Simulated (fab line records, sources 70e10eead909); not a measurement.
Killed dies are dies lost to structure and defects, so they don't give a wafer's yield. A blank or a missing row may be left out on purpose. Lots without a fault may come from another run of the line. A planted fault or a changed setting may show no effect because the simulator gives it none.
fab line records | flow nand_harc
record lots=5 wafers=15 last_day=32
route steps=1302 shown P_GATE@190
lots that met no fault: from a run of the same line without faults
start_h: hours from the record's first day to the start of the lot's first wafer shown | wait_h: hours since the lot's step before | " the same as in the row above | L1.1+2: a row that stands for several wafers | - no value, or no start given | * or withheld: withheld | < > ~ a bound
route shown NAME@n: a module of which the file shows steps, and the number in the route of the first | usual: mean/standard deviation of fault-free wafers | same: alike in all rows | chamber/n: place in a boat | sites: the reading at each site | _std_site: their standard deviation | _edge_site: outer sites' mean less inner sites' | radius_mm: how far each site lies from the wafer's centre | mask NAME#n: copy n | behind: the tool/chamber that last shaped the wafer | hold: why the lot was held/for how many hours/how that ended | device: the transistor (n, p or np) that didn't switch | end of line: the same wafers' tests at the end of the route | a step without rows: its recipe alone | killed: dies lost to structure and defects at the first sort, not the wafer's yield | map: a wafer's dies, x killed, . not, _ none there
set.NAME: the setting as run; set.NAME@STEP: as run at that earlier step | model.NAME: the simulator's own value behind a step, which no gauge read
lots at some steps of the route; a table a step, a row a wafer
services: from which hour (start_h, from the record's first day; less than 0 if before it) a tool's chamber was out of use, for how many hours, and why
## steps
# step NHARC_P_GATE_STRIP_76
# recipe power_w=1500 temp_c=250 chemistry=O2
# usual drypump_motor_current_A=5.6/0.64 heater_power_w=335/19
# columns lot.wafer tool chamber start_h wait_h drypump_motor_current_A heater_power_w rf_hours_counter_h
L075.1 plasma_asher-01 1 120.75 0.2 6.5 306 28
L075.6 " 1 " " 6.5 306 -
L075.5 " 0 " " 4.9 346 -
L077.2 plasma_asher-02 1 144.48 0.2 5.2 326 13
L077.3 " 1 " " 5.2 327 -
L077.6 " 0 " " 5.5 353 -
L083.1 plasma_asher-02 1 198.03 0.2 5.2 323 27
L083.4 " 1 " " 5.2 326 -
L083.5 " 1 " " 5.2 332 -
L089.2 plasma_asher-01 0 266.20 0.2 4.9 348 20
L089.5 " 1 " " 6.5 312 -
L089.6 " 0 " " 4.9 344 -
L095.2 plasma_asher-01 1 314.10 0.2 6.5 313 31
L095.3 " 0 " " 4.9 342 -
L095.6 " 1 " " 6.6 318 -
# step NHARC_P_GATE_STRIP_63
# recipe time_s=900 temp_c=130 chemistry=SPM
# usual bath_guard_temp_C=130.1/0.67
# columns lot.wafer tool chamber start_h wait_h bath_guard_temp_C
L075.1 wet_bench-05 1 120.91 0.1 130.7
L075.6 " 2 " " 129.8
L075.5 " 3 " " 131.6
L077.2 wet_bench-05 1 144.62 0.1 130.6
L077.6 " 2 " " 129.5
L077.3 " 3 " " 131.4
L083.4 wet_bench-05 0 198.16 0.1 129.7
L083.5 " 1 " " 130.7
L083.1 " 2 " " 129.5
L089.5 wet_bench-02 7 266.33 0.1 130.6
L089.2 " 1 " " 128.9
L089.6 " 4 " " 129.8
L095.2 wet_bench-02 5 314.23 0.1 129.8
L095.6 " 7 " " 130.6
L095.3 " 2 " " 130.2
# step NHARC_P_GATE_DEHYDRATE_83
# recipe temp_c=150 time_s=120
# columns lot.wafer tool chamber start_h wait_h
L075.1+5+6 litho_track-07 0 121.24 -
L077.2+3+6 litho_track-02 0 144.97 -
L083.1+4+5 litho_track-02 0 198.52 -
L089.2+5+6 litho_track-07 0 266.68 -
L095.2+3+6 litho_track-07 0 314.58 -
# step NHARC_P_GATE_HMDS_84
# recipe time_s=30
# columns lot.wafer tool chamber start_h wait_h
L075.1+5+6 litho_track-07 0 - -
L077.2+3+6 litho_track-02 0 - -
L083.1+4+5 litho_track-02 0 - -
L089.2+5+6 litho_track-07 0 - -
L095.2+3+6 litho_track-07 0 - -
# step NHARC_P_GATE_COAT_85
# recipe spin_rpm=3000
# columns lot.wafer tool chamber start_h wait_h
L075.1+5+6 litho_track-07 0 - -
L077.2+3+6 litho_track-02 0 - -
L083.1+4+5 litho_track-02 0 - -
L089.2+5+6 litho_track-07 0 - -
L095.2+3+6 litho_track-07 0 - -
# step NHARC_P_GATE_SOFTBAKE_86
# recipe temp_c=122 time_s=95
# columns lot.wafer tool chamber start_h wait_h
L075.1+5+6 litho_track-07 0 - -
L077.2+3+6 litho_track-02 0 - -
L083.1+4+5 litho_track-02 0 - -
L089.2+5+6 litho_track-07 0 - -
L095.2+3+6 litho_track-07 0 - -
# step NHARC_P_GATE_EBR_87
# columns lot.wafer tool chamber start_h wait_h
L075.1+5+6 litho_track-07 0 - -
L077.2+3+6 litho_track-02 0 - -
L083.1+4+5 litho_track-02 0 - -
L089.2+5+6 litho_track-07 0 - -
L095.2+3+6 litho_track-07 0 - -
# step NHARC_P_GATE_EXPOSE_88
# recipe na=0.6 target_cd_nm=2000 dose_mj=11.87 mask_id=P_HVN
# same na=0.6
# columns lot.wafer tool chamber start_h wait_h mask
L075.1+5+6 krf_scanner-02 0 121.51 - P_HVN#0
L077.2+3+6 krf_scanner-01 0 145.24 - P_HVN#0
L083.1+4+5 krf_scanner-03 0 198.66 - P_HVN#0
L089.2+5+6 krf_scanner-03 0 266.83 - P_HVN#0
L095.2+3+6 krf_scanner-03 0 314.74 - P_HVN#0
# step NHARC_P_GATE_PEB_89
# recipe peb_temp_c=118 peb_time_s=85
# columns lot.wafer tool chamber start_h wait_h
L075.1+5+6 litho_track-02 0 121.58 0.1
L077.2+3+6 litho_track-03 0 145.30 0.1
L083.1+4+5 litho_track-07 0 198.73 0.1
L089.2+5+6 litho_track-02 0 266.89 0.1
L095.2+3+6 litho_track-02 0 314.80 0.1
# step NHARC_P_GATE_DEVELOP_90
# recipe time_s=70
# columns lot.wafer tool chamber start_h wait_h
L075.1+5+6 litho_track-02 0 - -
L077.2+3+6 litho_track-03 0 - -
L083.1+4+5 litho_track-07 0 - -
L089.2+5+6 litho_track-02 0 - -
L095.2+3+6 litho_track-02 0 - -
# step NHARC_P_GATE_CD_MEAS_91
# recipe target_cd_nm=2000 landing_energy_ev=500
# usual cd_nm=2000.2/1.4
# columns lot.wafer tool chamber start_h wait_h cd_nm
L075.1 cd_sem-01 0 121.67 - 2001.1
L075.5 " 0 " " 2000.5
L075.6 " 0 " " 2000.3
L077.2 cd_sem-03 0 145.39 - 2002.8
L077.3 " 0 " " 2001.0
L077.6 " 0 " " 2000.5
L083.1 cd_sem-02 0 198.82 - 1999.7
L083.4 " 0 " " 1999.7
L083.5 " 0 " " 2000.6
L089.2 cd_sem-02 0 266.98 - 2000.7
L089.5 " 0 " " 2000.5
L089.6 " 0 " " 1999.2
L095.2 cd_sem-01 0 314.89 - 2000.2
L095.3 " 0 " " 1998.9
L095.6 " 0 " " 1999.5
# step NHARC_P_GATE_HARDBAKE_92
# recipe temp_c=125 time_s=80
# columns lot.wafer tool chamber start_h wait_h
L075.1+5+6 litho_track-07 0 121.75 -
L077.2+3+6 litho_track-03 0 145.47 -
L083.1+4+5 litho_track-03 0 198.90 -
L089.2+5+6 litho_track-07 0 267.06 -
L095.2+3+6 litho_track-03 0 314.99 -
# step NHARC_P_GATE_DESCUM_93
# recipe time_s=3 o2_flow_sccm=200 ar_flow_sccm=0 bias_power_w=0 chemistry=O2
# usual drypump_motor_current_A=5.8/0.44 oes_product_au=1.001/0.0089 rf_vpp_V=57.7/0.94 showerhead_plenum_p_Torr=1.92/0.093 throttle_valve_pct=11.310/0.0096
# columns lot.wafer tool chamber start_h wait_h drypump_motor_current_A oes_product_au rf_hours_counter_h rf_vpp_V showerhead_plenum_p_Torr throttle_valve_pct
L075.1 rie_diel-05 1 121.87 - 5.7 1.007 4 59.1 2.02 11.306
L075.6 " 2 " " 5.1 1.009 - 58.2 2.06 11.305
L075.5 " 3 " " 5.9 1.019 - 57.0 2.01 11.313
L077.2 rie_diel-07 3 145.55 - 6.0 1.010 1 57.3 1.96 11.303
L077.3 " 1 " " 5.6 0.997 1 57.1 1.84 11.316
L077.6 " 3 " " 6.0 1.005 - 56.7 1.96 11.298
L083.1 rie_diel-03 1 198.99 - 5.7 1.012 7 56.6 1.78 11.318
L083.5 " 1 " " 5.6 1.004 - 57.6 1.78 11.322
L083.4 " 2 " " 6.6 0.987 - 56.7 2.06 11.308
L089.2 rie_diel-05 3 267.16 - 6.0 1.000 3 58.8 2.00 11.312
L089.6 " 1 " " 5.7 0.996 - 58.6 2.02 11.312
L089.5 " 3 " " 6.0 0.998 - 57.1 2.00 11.324
L095.2 rie_diel-03 2 315.08 - 6.6 0.997 1 58.9 2.06 11.300
L095.3 " 3 " " 5.2 1.006 1 56.7 1.86 11.305
L095.6 " 2 " " 6.6 1.014 - 57.2 2.06 11.311
# step NHARC_P_GATE_IMPLANT_94
# recipe energy_kev=60 dose_cm2=2e+15 tilt_deg=7
# usual dose_ions_cm2=1.9998e+15/2.3e+12
# columns lot.wafer tool chamber start_h wait_h dose_ions_cm2
L075.1 implanter-02 0 121.98 0.1 1.9993e+15
L075.5 " 0 " " 2.0022e+15
L075.6 " 0 " " 1.9994e+15
L077.2 implanter-02 0 145.75 0.2 1.9973e+15
L077.3 " 0 " " 1.996e+15
L077.6 " 0 " " 2.0004e+15
L083.1 implanter-01 0 199.15 0.1 2.0035e+15
L083.4 " 0 " " 2.0027e+15
L083.5 " 0 " " 1.9999e+15
L089.2 implanter-02 0 267.34 0.2 1.9995e+15
L089.5 " 0 " " 2.0011e+15
L089.6 " 0 " " 1.9971e+15
L095.2 implanter-02 0 315.36 0.3 2.0025e+15
L095.3 " 0 " " 2.0041e+15
L095.6 " 0 " " 2.0018e+15
# step NHARC_P_GATE_STRIP_113
# recipe power_w=1500 temp_c=110 time_s=740 chemistry=N2/H2
# usual drypump_motor_current_A=5.5/0.62 heater_power_w=90/5.4
# columns lot.wafer tool chamber start_h wait_h drypump_motor_current_A heater_power_w rf_hours_counter_h
L075.1 plasma_asher-01 1 122.32 0.3 6.5 83 28
L075.5 " 0 " " 4.9 97 -
L075.6 " 1 " " 6.4 84 -
L077.2 plasma_asher-02 0 146.06 0.3 5.5 97 14
L077.3 " 1 " " 5.1 88 -
L077.6 " 0 " " 5.5 95 -
L083.1 plasma_asher-01 0 199.49 0.3 4.9 90 5
L083.4 " 0 " " 4.9 95 -
L083.5 " 0 " " 4.9 92 -
L089.2 plasma_asher-01 1 267.70 0.3 6.5 82 20
L089.5 " 0 " " 4.9 91 -
L089.6 " 1 " " 6.5 84 -
L095.2 plasma_asher-02 0 315.55 0.2 5.5 98 10
L095.3 " 0 " " 5.5 97 -
L095.6 " 0 " " 5.5 98 -
# step NHARC_P_GATE_STRIP_95
# recipe power_w=1500 temp_c=250 chemistry=O2
# usual drypump_motor_current_A=5.5/0.62 heater_power_w=335/20
# columns lot.wafer tool chamber start_h wait_h drypump_motor_current_A heater_power_w rf_hours_counter_h
L075.1 plasma_asher-01 1 122.92 0.5 6.5 315 29
L075.5 " 0 " " 4.9 351 -
L075.6 " 1 " " 6.5 307 -
L077.2 plasma_asher-02 0 146.67 0.5 5.4 373 14
L077.3 " 1 " " 5.1 319 -
L077.6 " 0 " " 5.5 357 -
L083.1 plasma_asher-01 0 200.09 0.5 4.9 350 6
L083.4 " 0 " " 4.9 351 -
L083.5 " 0 " " 4.9 350 -
L089.2 plasma_asher-01 1 268.31 0.5 6.5 317 21
L089.5 " 0 " " 4.9 343 -
L089.6 " 1 " " 6.5 315 -
L095.2 plasma_asher-02 0 316.26 0.6 5.5 367 10
L095.3 " 0 " " 5.5 356 -
L095.6 " 0 " " 5.5 362 -
# step NHARC_P_GATE_STRIP_96
# recipe time_s=900 temp_c=130 chemistry=SPM
# usual bath_guard_temp_C=130.1/0.66
# columns lot.wafer tool chamber start_h wait_h bath_guard_temp_C
L075.5 wet_bench-05 4 123.12 0.2 130.2
L075.1 " 7 " " 130.4
L075.6 " 0 " " 130.1
L077.2 wet_bench-02 2 146.88 0.2 130.5
L077.3 " 4 " " 130.1
L077.6 " 5 " " 129.7
L083.4 wet_bench-05 3 200.29 0.2 131.0
L083.1 " 5 " " 129.9
L083.5 " 6 " " 130.3
L089.5 wet_bench-02 0 268.51 0.2 130.3
L089.6 " 3 " " 129.4
L089.2 " 4 " " 130.1
L095.2 wet_bench-05 6 316.48 0.2 130.3
L095.3 " 1 " " 130.5
L095.6 " 2 " " 130.2
# step NHARC_P_GATE_RTA_64
# recipe temp_c=1050 time_s=1
# usual anneal_temp_c_max=1056.3/1.6 lamp_power_pct=36.6/0.47 lamp_zone_4_pct=36.6/0.47 wafer_temp_C_max=1054.6/0.89
# columns lot.wafer tool chamber start_h wait_h anneal_temp_c_max lamp_power_pct lamp_zone_4_pct wafer_temp_C_max
L075.1 rtp_anneal-02 0 123.48 - 1056.9 37.1 37.1 1055.8
L075.5 " 0 " " 1056.4 37.1 37.1 1054.5
L075.6 " 0 " " 1055.6 37.1 37.1 1054.2
L077.2 rtp_anneal-02 0 147.25 - 1058.7 37.1 37.1 1053.6
L077.3 " 0 " " 1056.7 37.1 37.1 1054.8
L077.6 " 0 " " 1057.7 37.2 37.1 1054.7
L083.1 rtp_anneal-02 0 200.64 - 1057.6 37.1 37.1 1053.3
L083.4 " 0 " " 1057.4 37.1 37.1 1055.0
L083.5 " 0 " " 1057.0 37.1 37.1 1053.8
L089.2 rtp_anneal-01 0 268.89 - 1055.9 36.1 36.2 1053.8
L089.5 " 0 " " 1054.5 36.2 36.1 1054.0
L089.6 " 0 " " 1053.6 36.1 36.2 1053.3
L095.2 rtp_anneal-02 0 316.86 - 1056.0 37.1 37.1 1054.3
L095.3 " 0 " " 1058.6 37.1 37.1 1054.9
L095.6 " 0 " " 1056.7 37.1 37.1 1054.8
# step NHARC_P_GATE_ETCH_77
# recipe target_depth_a=60 chemistry=dHF material=SiO2
# columns lot.wafer tool chamber start_h wait_h
L075.1+6+5 wet_bench-02 7,0,2 123.71 0.2
L077.3+2+6 wet_bench-02 0,4,5 147.43 0.1
L083.4+1+5 wet_bench-02 7,1,2 200.85 0.1
L089.2+6+5 wet_bench-05 6,1,2 269.06 0.1
L095.3+2+6 wet_bench-05 6,7,1 317.03 0.1
## services
# columns tool chamber start_h hours kind
litho_track-03 - 100.00 7.0 pm
rie_diel-03 - 104.40 9.0 pm
rie_diel-07 - 117.20 9.0 pm
rie_diel-03 3 126.11 81.9 repair
rie_diel-05 - 130.95 1.1 repair
plasma_asher-01 - 133.58 0.5 repair
rie_diel-07 2 133.93 11.8 repair
krf_scanner-01 - 140.00 4.0 pm
implanter-02 - 146.00 13.0 pm
plasma_asher-01 - 165.31 9.0 pm
krf_scanner-03 - 224.00 4.0 pm
litho_track-02 - 227.00 7.0 pm
rie_diel-05 - 229.60 9.0 pm
wet_bench-02 - 244.00 8.0 pm
rie_diel-03 - 246.68 0.6 repair
plasma_asher-02 - 249.29 9.0 pm
litho_track-07 - 251.00 7.0 pm
rie_diel-05 2 257.82 16.8 repair
wet_bench-05 - 260.80 8.0 pm
plasma_asher-02 - 263.96 8.2 repair
litho_track-03 - 275.00 7.0 pm
rie_diel-03 - 281.40 9.0 pm
rie_diel-05 3 302.40 5.9 repair
rie_diel-03 2 316.68 10.1 repair
## key
fault none
